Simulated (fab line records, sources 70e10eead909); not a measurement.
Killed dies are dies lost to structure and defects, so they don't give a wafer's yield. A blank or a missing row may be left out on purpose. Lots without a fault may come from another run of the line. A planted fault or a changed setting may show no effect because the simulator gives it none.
Chamber matching | flow nand_harc | NHARC_A_STAIRCASE_TRIM_20 on rie_diel-11: 4 sister chambers
The step chemistry O2, time 211.2 s. 20 wafers are shown with their chamber, then 10 later ones without.

WAFERS WITH THEIR CHAMBER
wafer  | chamber | showerhead_plenum_p_Torr (Torr) | drypump_motor_current_A (A) | oes_product_au (a.u.)
L076.4 | 2       | 3.64                            | 6.0                         | 1.001
L076.5 | 0       | 3.53                            | 6.0                         | 0.999
L076.6 | 3       | 3.50                            | 5.0                         | 0.992
L077.1 | 1       | 3.36                            | 5.3                         | 1.002
L077.3 | 2       | 3.64                            | 6.0                         | 1.002
L077.5 | 1       | 3.36                            | 5.3                         | 1.002
L079.4 | 3       | 3.50                            | 5.0                         | 0.987
L079.5 | 0       | 3.52                            | 6.0                         | 1.009
L079.6 | 1       | 3.36                            | 5.3                         | 1.009
L083.1 | 3       | 3.49                            | 5.0                         | 0.998
L083.2 | 0       | 3.52                            | 6.0                         | 1.008
L083.3 | 1       | 3.36                            | 5.3                         | 1.012
L086.3 | 1       | 3.35                            | 5.3                         | 1.000
L086.4 | 1       | 3.35                            | 5.3                         | 0.999
L086.5 | 3       | 3.49                            | 5.1                         | 1.006
L090.1 | 0       | 3.51                            | 6.0                         | 1.015
L090.5 | 1       | 3.35                            | 5.4                         | 1.013
L090.6 | 0       | 3.51                            | 6.0                         | 1.013
L091.1 | 1       | 3.35                            | 5.3                         | 1.010
L091.4 | 0       | 3.51                            | 6.0                         | 1.003

SIGNATURES (means of the wafers above)
reading                  | chamber 0 | chamber 1 | chamber 2 | chamber 3 | scatter within a chamber
showerhead_plenum_p_Torr | 3.5167    | 3.3550    | 3.6400    | 3.4950    | 0.00629
drypump_motor_current_A  | 6.000     | 5.312     | 6.000     | 5.025     | 0.0319
oes_product_au           | 1.00783   | 1.00588   | 1.00150   | 0.99575   | 0.00617
Rule: a wafer's distance from a chamber is the root of the sum, over the readings, of the square of ((its reading less the chamber's mean) divided by the reading's scatter). The wafer belongs to the nearest chamber; if the next one is less than 2 further off, it can't be placed. The scatter: the root of (the sum of the squares of (reading less its chamber's mean) over the shown wafers, divided by (wafers less chambers)).

WAFERS WITHOUT THEIR CHAMBER
wafer  | showerhead_plenum_p_Torr (Torr) | drypump_motor_current_A (A) | oes_product_au (a.u.)
L091.5 | 3.51                            | 6.0                         | 1.013
L093.2 | 3.51                            | 6.0                         | 1.004
L093.3 | 3.48                            | 5.0                         | 1.005
L093.6 | 3.62                            | 6.1                         | 1.000
L095.1 | 3.47                            | 5.0                         | 0.996
L095.2 | 3.50                            | 6.0                         | 1.003
L095.3 | 3.34                            | 5.3                         | 1.012
L095.4 | 3.61                            | 6.0                         | 0.996
L095.5 | 3.34                            | 5.3                         | 1.002
L095.6 | 3.50                            | 6.0                         | 0.999

WHICH CHAMBER EACH WENT THROUGH
wafer  | from the rows above | in truth
L091.5 | 0                   | 0
L093.2 | 0                   | 0
L093.3 | 3                   | 3
L093.6 | 2                   | 2
L095.1 | 3                   | 3
L095.2 | 0                   | 0
L095.3 | 1                   | 1
L095.4 | 2                   | 2
L095.5 | 1                   | 1
L095.6 | 0                   | 0
Placed correctly: 10 of 10. Can't be placed from these rows: 0. Placed wrongly: 0.
